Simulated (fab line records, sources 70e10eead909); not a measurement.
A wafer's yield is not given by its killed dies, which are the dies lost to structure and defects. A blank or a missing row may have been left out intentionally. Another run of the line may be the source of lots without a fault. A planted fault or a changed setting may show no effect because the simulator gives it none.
The tool behind it: which one? :: flow nand harc :: 42 wafers from 15 lots sampled at 4 of the route's 1159 steps

== WHAT THE GAUGES SHOWED, per wafer ==
NHARC_P_GATE_CD_MEAS_91: the cd target is 2000 nm.
lot: L646
measured: day 5 11:16
on: cd sem-01
cd nm (nm): 1999.7 2000.0 2001.3

lot: L647
measured: day 5 11:55
on: cd sem-02
cd nm (nm): 1999.9 1999.7 2000.7

lot: L650
measured: day 6 02:25
on: cd sem-03
cd nm (nm): 1999.9 1999.4

lot: L651
measured: day 6 18:35
on: cd sem-02
cd nm (nm): 2000.0 2000.0

lot: L652
measured: day 6 22:23
on: cd sem-01
cd nm (nm): 2000.9 2000.2

lot: L660
measured: day 8 12:31
on: cd sem-03
cd nm (nm): 1999.8 2000.7 1999.8

lot: L659
measured: day 8 17:20
on: cd sem-02
cd nm (nm): 1999.7 1998.8 2001.1

lot: L661
measured: day 9 04:31
on: cd sem-02
cd nm (nm): 2002.2 2001.1 2000.6

lot: L662
measured: day 9 11:20
on: cd sem-02
cd nm (nm): 2001.4 2001.6 1999.6

lot: L665
measured: day 9 21:58
on: cd sem-01
cd nm (nm): 1999.7 2001.9 2001.0

lot: L664
measured: day 9 23:16
on: cd sem-01
cd nm (nm): 2002.1 2001.8 2002.3

lot: L667
measured: day 10 09:47
on: cd sem-03
cd nm (nm): 2000.2 2003.7 2002.3

lot: L666
measured: day 10 10:01
on: cd sem-03
cd nm (nm): 1999.6 2002.7 2000.6

lot: L668
measured: day 11 01:35
on: cd sem-02
cd nm (nm): 1999.7 1998.9 2000.7

lot: L669
measured: day 11 01:51
on: cd sem-02
cd nm (nm): 2001.2 2000.5 2001.7

NHARC_P_CONTACT_OVL_MEAS_13.
lot: L646
measured: day 5 16:09
on: overlay-01
overlay x nm (nm): -1.3 -1.4 -1.2
overlay y nm (nm): 0.8 0.5 0.3

lot: L647
measured: day 5 16:41
on: overlay-02
overlay x nm (nm): -0.2 -0.5 0.0
overlay y nm (nm): 0.0 0.5 0.0

lot: L650
measured: day 6 07:02
on: overlay-02
overlay x nm (nm): -0.5 -1.5
overlay y nm (nm): -0.1 -0.3

lot: L651
measured: day 6 23:31
on: overlay-02
overlay x nm (nm): -0.8 -1.3
overlay y nm (nm): 0.0 0.0

lot: L652
measured: day 7 03:04
on: overlay-02
overlay x nm (nm): -0.2 -0.5
overlay y nm (nm): -0.8 -1.6

lot: L660
measured: day 8 17:11
on: overlay-02
overlay x nm (nm): -1.0 -0.9 -0.9
overlay y nm (nm): 1.4 1.5 1.5

lot: L659
measured: day 8 22:15
on: overlay-02
overlay x nm (nm): 0.1 0.6 0.4
overlay y nm (nm): -0.3 0.5 0.7

lot: L661
measured: day 9 09:15
on: overlay-01
overlay x nm (nm): 0.4 0.3 0.0
overlay y nm (nm): -2.5 -1.8 -2.1

lot: L662
measured: day 9 17:16
on: overlay-01
overlay x nm (nm): 0.5 -0.1 0.5
overlay y nm (nm): -0.5 -1.1 -0.7

lot: L665
measured: day 10 02:53
on: overlay-02
overlay x nm (nm): -0.4 -0.7 -0.9
overlay y nm (nm): 0.4 0.4 0.3

lot: L664
measured: day 10 03:59
on: overlay-02
overlay x nm (nm): -1.6 -1.1 -0.6
overlay y nm (nm): 1.3 1.5 1.4

lot: L667
measured: day 10 15:18
on: overlay-01
overlay x nm (nm): -0.8 -1.2 -0.8
overlay y nm (nm): 0.2 0.4 0.5

lot: L666
measured: day 10 15:42
on: overlay-01
overlay x nm (nm): 0.0 0.6 0.0
overlay y nm (nm): -1.5 -1.5 -1.3

lot: L668
measured: day 11 06:26
on: overlay-02
overlay x nm (nm): 0.0 -0.3 0.0
overlay y nm (nm): -0.9 -0.6 -0.1

lot: L669
measured: day 11 06:53
on: overlay-02
overlay x nm (nm): -0.4 -0.1 -0.1
overlay y nm (nm): 0.1 -0.1 -0.2

== WHICH TOOL RAN EACH LOT (tool, then ch and the chambers of the sampled wafers, then the start) ==
lot: L646
NHARC_P_CONTACT_DEP_00: pecvd-04 ch 1,2, day 5 15:00 or earlier
NHARC_P_CONTACT_SOFTBAKE_07: litho track-01 ch 0, day 5 15:00

lot: L647
NHARC_P_CONTACT_DEP_00: pecvd-02 ch 0,1,2, day 5 16:00 or earlier
NHARC_P_CONTACT_SOFTBAKE_07: litho track-01 ch 0, day 5 16:00

lot: L650
NHARC_P_CONTACT_DEP_00: pecvd-01 ch 0,2, day 6 06:00 or earlier
NHARC_P_CONTACT_SOFTBAKE_07: litho track-01 ch 0, day 6 06:00

lot: L651
NHARC_P_CONTACT_DEP_00: pecvd-02 ch 1,2, day 6 22:00 or earlier
NHARC_P_CONTACT_SOFTBAKE_07: litho track-01 ch 0, day 6 22:00

lot: L652
NHARC_P_CONTACT_DEP_00: pecvd-02 ch 0,1, day 7 02:00 or earlier
NHARC_P_CONTACT_SOFTBAKE_07: litho track-01 ch 0, day 7 02:00

lot: L660
NHARC_P_CONTACT_DEP_00: pecvd-02 ch 0,2, day 8 16:00 or earlier
NHARC_P_CONTACT_SOFTBAKE_07: litho track-04 ch 0, day 8 16:00

lot: L659
NHARC_P_CONTACT_DEP_00: pecvd-01 ch 0,1, day 8 21:00 or earlier
NHARC_P_CONTACT_SOFTBAKE_07: litho track-04 ch 0, day 8 21:00

lot: L661
NHARC_P_CONTACT_DEP_00: pecvd-01 ch 0,1,2, day 9 08:00 or earlier
NHARC_P_CONTACT_SOFTBAKE_07: litho track-06 ch 0, day 9 08:00

lot: L662
NHARC_P_CONTACT_DEP_00: pecvd-01 ch 0,2, day 9 16:00 or earlier
NHARC_P_CONTACT_SOFTBAKE_07: litho track-06 ch 0, day 9 16:00

lot: L665
NHARC_P_CONTACT_DEP_00: pecvd-01 ch 0,1,2, day 10 02:00 or earlier
NHARC_P_CONTACT_SOFTBAKE_07: litho track-06 ch 0, day 10 02:00

lot: L664
NHARC_P_CONTACT_DEP_00: pecvd-01 ch 0,1,2, day 10 03:00 or earlier
NHARC_P_CONTACT_SOFTBAKE_07: litho track-01 ch 0, day 10 03:00

lot: L667
NHARC_P_CONTACT_DEP_00: pecvd-01 ch 0,1,2, day 10 14:00 or earlier
NHARC_P_CONTACT_SOFTBAKE_07: litho track-06 ch 0, day 10 14:00

lot: L666
NHARC_P_CONTACT_DEP_00: pecvd-04 ch 0,1,2, day 10 15:00 or earlier
NHARC_P_CONTACT_SOFTBAKE_07: litho track-04 ch 0, day 10 15:00

lot: L668
NHARC_P_CONTACT_DEP_00: pecvd-04 ch 0,2, day 11 05:00 or earlier
NHARC_P_CONTACT_SOFTBAKE_07: litho track-01 ch 0, day 11 05:00

lot: L669
NHARC_P_CONTACT_DEP_00: pecvd-02 ch 0,2, day 11 06:00 or earlier
NHARC_P_CONTACT_SOFTBAKE_07: litho track-01 ch 0, day 11 06:00
- NHARC_P_CONTACT_DEP_00: deposits SiO2, target thk 500 nm.
- NHARC_P_CONTACT_SOFTBAKE_07: time 55 s.

== WHAT THE TOOLS THEMSELVES READ (means of the sampled wafers that have a number; where no wafer has one, the mark that the record gives instead) ==
NHARC_P_CONTACT_DEP_00.
lot: L646
tool: pecvd-04
heater power w (W): 653
showerhead vpp V (V): 1880
throttle valve pct (%): 15.9

lot: L647
tool: pecvd-02
heater power w (W): 536
showerhead vpp V (V): 1928
throttle valve pct (%): 15.7

lot: L650
tool: pecvd-01
heater power w (W): 513
showerhead vpp V (V): 1760
throttle valve pct (%): 15.3

lot: L651
tool: pecvd-02
heater power w (W): 469
showerhead vpp V (V): 1838
throttle valve pct (%): 16.1

lot: L652
tool: pecvd-02
heater power w (W): 560
showerhead vpp V (V): 1970
throttle valve pct (%): 15.4

lot: L660
tool: pecvd-02
heater power w (W): 604
showerhead vpp V (V): 1996
throttle valve pct (%): 15.7

lot: L659
tool: pecvd-01
heater power w (W): 549
showerhead vpp V (V): 1835
throttle valve pct (%): 15.6

lot: L661
tool: pecvd-01
heater power w (W): 496
showerhead vpp V (V): 1840
throttle valve pct (%): 15.7

lot: L662
tool: pecvd-01
heater power w (W): 499
showerhead vpp V (V): 1752
throttle valve pct (%): 15.5

lot: L665
tool: pecvd-01
heater power w (W): 478
showerhead vpp V (V): 1837
throttle valve pct (%): 15.5

lot: L664
tool: pecvd-01
heater power w (W): 531
showerhead vpp V (V): 1821
throttle valve pct (%): 15.8

lot: L667
tool: pecvd-01
heater power w (W): 531
showerhead vpp V (V): 1843
throttle valve pct (%): 15.6

lot: L666
tool: pecvd-04
heater power w (W): 594
showerhead vpp V (V): 1873
throttle valve pct (%): 15.9

lot: L668
tool: pecvd-04
heater power w (W): 609
showerhead vpp V (V): 1840
throttle valve pct (%): 16.2

lot: L669
tool: pecvd-02
heater power w (W): 643
showerhead vpp V (V): 1988
throttle valve pct (%): 15.7

NHARC_P_CONTACT_SOFTBAKE_07.
lot: L646
tool: litho track-01
chill plate temp C (C): 22.92
heater power total W (W): 188.42

lot: L647
tool: litho track-01
chill plate temp C (C): 23.03
heater power total W (W): 188.39

lot: L650
tool: litho track-01
chill plate temp C (C): 23.05
heater power total W (W): 199.03

lot: L651
tool: litho track-01
chill plate temp C (C): 22.98
heater power total W (W): 199.06

lot: L652
tool: litho track-01
chill plate temp C (C): 22.77
heater power total W (W): 209.43

lot: L660
tool: litho track-04
chill plate temp C (C): 22.83
heater power total W (W): 188.39

lot: L659
tool: litho track-04
chill plate temp C (C): 23.04
heater power total W (W): 188.47

lot: L661
tool: litho track-06
chill plate temp C (C): 22.93
heater power total W (W): 188.43

lot: L662
tool: litho track-06
chill plate temp C (C): 22.94
heater power total W (W): 188.60

lot: L665
tool: litho track-06
chill plate temp C (C): 23.18
heater power total W (W): 188.39

lot: L664
tool: litho track-01
chill plate temp C (C): 23.00
heater power total W (W): 188.34

lot: L667
tool: litho track-06
chill plate temp C (C): 23.02
heater power total W (W): 188.54

lot: L666
tool: litho track-04
chill plate temp C (C): 22.98
heater power total W (W): 188.56

lot: L668
tool: litho track-01
chill plate temp C (C): 22.88
heater power total W (W): 188.42

lot: L669
tool: litho track-01
chill plate temp C (C): 23.04
heater power total W (W): 188.44

== THE ANSWER, worked out from the rows above alone ==
Rule: usual is defined by the lots themselves. Put in order of their means at a reading, lots are off if they are a third of the lots or fewer, leave a main group of 4 or more, and stand apart from it by a gap of 3 or more times the standard deviation of the main group's means; of several such gaps the widest counts. The tables above print the reading to a certain number of digits; a main group whose means all agree to those digits is not used. A lot without any number at a reading at which 4 lots or more have one is off too. The other lots that the step has rows for count as sound. Order of review: gauges by route order, followed by the tools' own readings, for which a lot's mean as printed above is used. The first step at which some lot is off is used, and at that step the reading that is off furthest; a lot without a number counts as furthest.
Off, at NHARC_P_CONTACT_SOFTBAKE_07 on heater power total W: L650, L651, L652. The main group: mean 188.45 W, standard deviation 0.075.
If a tool, at that step or one of the process steps before it, ran each lot that is off and ran no sound lot following the first of them, it fits. Because NHARC_P_CONTACT_DEP_00 lacks a start for some lots, the hours and order of its lots are taken from NHARC_P_CONTACT_SOFTBAKE_07. No candidate that was tried fits.

== WHAT THE SIMULATOR PUT IN ==
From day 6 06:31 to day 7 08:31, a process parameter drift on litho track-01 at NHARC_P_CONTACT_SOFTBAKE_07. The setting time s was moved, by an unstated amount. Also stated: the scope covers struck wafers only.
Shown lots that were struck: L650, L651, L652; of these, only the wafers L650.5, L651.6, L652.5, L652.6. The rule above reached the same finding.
